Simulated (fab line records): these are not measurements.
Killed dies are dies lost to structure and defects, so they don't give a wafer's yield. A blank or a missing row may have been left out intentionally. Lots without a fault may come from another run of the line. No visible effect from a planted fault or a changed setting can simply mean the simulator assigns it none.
A sampling plan put to the test / flow nand-harc / each of the 17 faults these records tell of, on one fab line, judged from the records of the lots it struck
The plan is the line's own looks: the steps of the route at which a gauge or an inspection reads the wafer and doesn't change it. A look can be judged if struck wafers have a number there and the file gives its usual mean and standard deviation on fault-free wafers. Caught: 4 or more of those standard deviations (sigma) separate the usual mean from the mean of the struck wafers at a look after the fault's first step. On the tool: the identical test, applied to the tool's own readings at the steps of the fault. A different recipe on the struck wafers counts as caught too, as does a record blank only for those wafers.

THE FAULTS, as the simulator had put them in
1. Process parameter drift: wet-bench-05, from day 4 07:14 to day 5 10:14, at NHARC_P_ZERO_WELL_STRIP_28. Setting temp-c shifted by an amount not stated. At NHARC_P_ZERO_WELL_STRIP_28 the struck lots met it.
2. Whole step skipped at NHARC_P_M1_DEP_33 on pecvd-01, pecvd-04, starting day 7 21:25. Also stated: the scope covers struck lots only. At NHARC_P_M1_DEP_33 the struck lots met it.
3. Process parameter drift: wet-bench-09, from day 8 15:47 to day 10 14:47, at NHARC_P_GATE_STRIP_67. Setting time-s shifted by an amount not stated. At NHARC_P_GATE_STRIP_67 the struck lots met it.
4. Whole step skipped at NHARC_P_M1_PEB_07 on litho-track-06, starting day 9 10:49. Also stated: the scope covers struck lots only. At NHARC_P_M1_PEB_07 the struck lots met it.
5. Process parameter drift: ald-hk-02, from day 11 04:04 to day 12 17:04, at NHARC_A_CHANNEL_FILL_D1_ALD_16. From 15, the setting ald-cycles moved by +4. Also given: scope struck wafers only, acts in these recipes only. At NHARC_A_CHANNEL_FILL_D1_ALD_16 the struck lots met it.
6. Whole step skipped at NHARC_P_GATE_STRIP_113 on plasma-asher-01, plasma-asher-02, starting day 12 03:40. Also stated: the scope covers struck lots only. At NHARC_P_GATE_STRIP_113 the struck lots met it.
7. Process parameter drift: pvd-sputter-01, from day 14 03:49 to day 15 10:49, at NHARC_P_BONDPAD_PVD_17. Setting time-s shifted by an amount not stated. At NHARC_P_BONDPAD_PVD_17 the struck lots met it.
8. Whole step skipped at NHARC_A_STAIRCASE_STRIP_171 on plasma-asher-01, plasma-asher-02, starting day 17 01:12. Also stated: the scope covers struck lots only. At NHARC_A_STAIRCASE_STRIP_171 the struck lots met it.
9. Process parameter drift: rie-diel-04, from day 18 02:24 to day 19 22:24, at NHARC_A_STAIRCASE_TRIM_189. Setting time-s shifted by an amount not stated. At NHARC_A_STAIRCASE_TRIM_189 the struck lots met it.
10. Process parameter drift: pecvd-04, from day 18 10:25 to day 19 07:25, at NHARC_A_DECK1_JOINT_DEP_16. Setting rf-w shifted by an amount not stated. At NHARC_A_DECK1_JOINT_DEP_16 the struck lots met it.
11. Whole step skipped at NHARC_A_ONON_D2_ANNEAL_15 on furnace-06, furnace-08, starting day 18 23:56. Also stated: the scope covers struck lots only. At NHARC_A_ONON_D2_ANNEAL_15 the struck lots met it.
12. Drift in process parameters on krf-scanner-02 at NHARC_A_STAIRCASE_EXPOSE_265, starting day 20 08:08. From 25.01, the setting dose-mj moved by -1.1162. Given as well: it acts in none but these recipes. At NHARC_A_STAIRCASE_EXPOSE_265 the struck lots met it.
13. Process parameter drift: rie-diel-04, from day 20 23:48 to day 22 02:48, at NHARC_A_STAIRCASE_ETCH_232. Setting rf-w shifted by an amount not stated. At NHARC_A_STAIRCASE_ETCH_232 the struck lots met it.
14. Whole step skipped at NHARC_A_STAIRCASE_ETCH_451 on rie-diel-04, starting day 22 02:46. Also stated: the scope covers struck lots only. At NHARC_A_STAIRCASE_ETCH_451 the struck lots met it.
15. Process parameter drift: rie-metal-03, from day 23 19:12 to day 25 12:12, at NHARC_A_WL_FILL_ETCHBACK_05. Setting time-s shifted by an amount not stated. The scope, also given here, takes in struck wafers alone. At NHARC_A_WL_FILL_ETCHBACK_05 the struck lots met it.
16. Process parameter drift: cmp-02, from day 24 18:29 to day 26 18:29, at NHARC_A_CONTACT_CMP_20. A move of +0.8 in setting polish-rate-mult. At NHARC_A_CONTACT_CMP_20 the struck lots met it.
17. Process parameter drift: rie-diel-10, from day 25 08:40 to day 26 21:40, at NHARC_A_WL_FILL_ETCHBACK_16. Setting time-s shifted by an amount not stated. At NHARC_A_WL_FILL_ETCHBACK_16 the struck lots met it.

WHAT THE PLAN SAW
fault=1; on the tool itself=temp-c -49 sigma; first look that catches it=none of the 3 looks that can be judged after it; reading, sigma=-; median hours from its first step to that look=-; hours from the fault's start to the first struck lot there=-; judged looks passed uncaught=3
fault=2; on the tool itself=the tool's record is blank for the struck wafers; first look that catches it=no look after it can be judged; reading, sigma=-; median hours from its first step to that look=-; hours from the fault's start to the first struck lot there=-; judged looks passed uncaught=0
fault=3; on the tool itself=run-length-s -99 or beyond sigma; first look that catches it=not the one look that can be judged after it; reading, sigma=-; median hours from its first step to that look=-; hours from the fault's start to the first struck lot there=-; judged looks passed uncaught=1
fault=4; on the tool itself=the tool's record is blank for the struck wafers; first look that catches it=no look after it can be judged; reading, sigma=-; median hours from its first step to that look=-; hours from the fault's start to the first struck lot there=-; judged looks passed uncaught=0
fault=5; on the tool itself=under 2 sigma; first look that catches it=no look after it can be judged; reading, sigma=-; median hours from its first step to that look=-; hours from the fault's start to the first struck lot there=-; judged looks passed uncaught=0
fault=6; on the tool itself=the tool's record is blank for the struck wafers; first look that catches it=no look after it can be judged; reading, sigma=-; median hours from its first step to that look=-; hours from the fault's start to the first struck lot there=-; judged looks passed uncaught=0
fault=7; on the tool itself=under 2 sigma; first look that catches it=not the one look that can be judged after it; reading, sigma=-; median hours from its first step to that look=-; hours from the fault's start to the first struck lot there=-; judged looks passed uncaught=1
fault=8; on the tool itself=the tool's record is blank for the struck wafers; first look that catches it=no look after it can be judged; reading, sigma=-; median hours from its first step to that look=-; hours from the fault's start to the first struck lot there=-; judged looks passed uncaught=0
fault=9; on the tool itself=run-length-s -25 sigma; first look that catches it=no look after it can be judged; reading, sigma=-; median hours from its first step to that look=-; hours from the fault's start to the first struck lot there=-; judged looks passed uncaught=0
fault=10; on the tool itself=rf-fwd-power-W +35 sigma; first look that catches it=none of the 2 looks that can be judged after it; reading, sigma=-; median hours from its first step to that look=-; hours from the fault's start to the first struck lot there=-; judged looks passed uncaught=2
fault=11; on the tool itself=the tool's record is blank for the struck wafers; first look that catches it=no look after it can be judged; reading, sigma=-; median hours from its first step to that look=-; hours from the fault's start to the first struck lot there=-; judged looks passed uncaught=0
fault=12; on the tool itself=exposure-dose-mJ-cm2 -46 sigma; first look that catches it=no look after it can be judged; reading, sigma=-; median hours from its first step to that look=-; hours from the fault's start to the first struck lot there=-; judged looks passed uncaught=0
fault=13; on the tool itself=rf-fwd-power-W +36 sigma; first look that catches it=not the one look that can be judged after it; reading, sigma=-; median hours from its first step to that look=-; hours from the fault's start to the first struck lot there=-; judged looks passed uncaught=1
fault=14; on the tool itself=the tool's record is blank for the struck wafers; first look that catches it=not the one look that can be judged after it; reading, sigma=-; median hours from its first step to that look=-; hours from the fault's start to the first struck lot there=-; judged looks passed uncaught=1
fault=15; on the tool itself=run-length-s -75 sigma; first look that catches it=no look after it can be judged; reading, sigma=-; median hours from its first step to that look=-; hours from the fault's start to the first struck lot there=-; judged looks passed uncaught=0
fault=16; on the tool itself=time-to-endpoint-s -8.4 sigma; first look that catches it=no look after it can be judged; reading, sigma=-; median hours from its first step to that look=-; hours from the fault's start to the first struck lot there=-; judged looks passed uncaught=0
fault=17; on the tool itself=run-length-s +18 sigma; first look that catches it=not the one look that can be judged after it; reading, sigma=-; median hours from its first step to that look=-; hours from the fault's start to the first struck lot there=-; judged looks passed uncaught=1
Dash: fault not caught, or number not given in these records.

Caught at a look: 0 of 17. Caught on the tool: 15 of 17. By one or the other: 15 of 17.
Caught on the tool alone: faults 1, 2, 3, 4, 6, 8, 9, 10, 11, 12, 13, 14, 15, 16, 17.
Caught by neither: faults 5, 7.
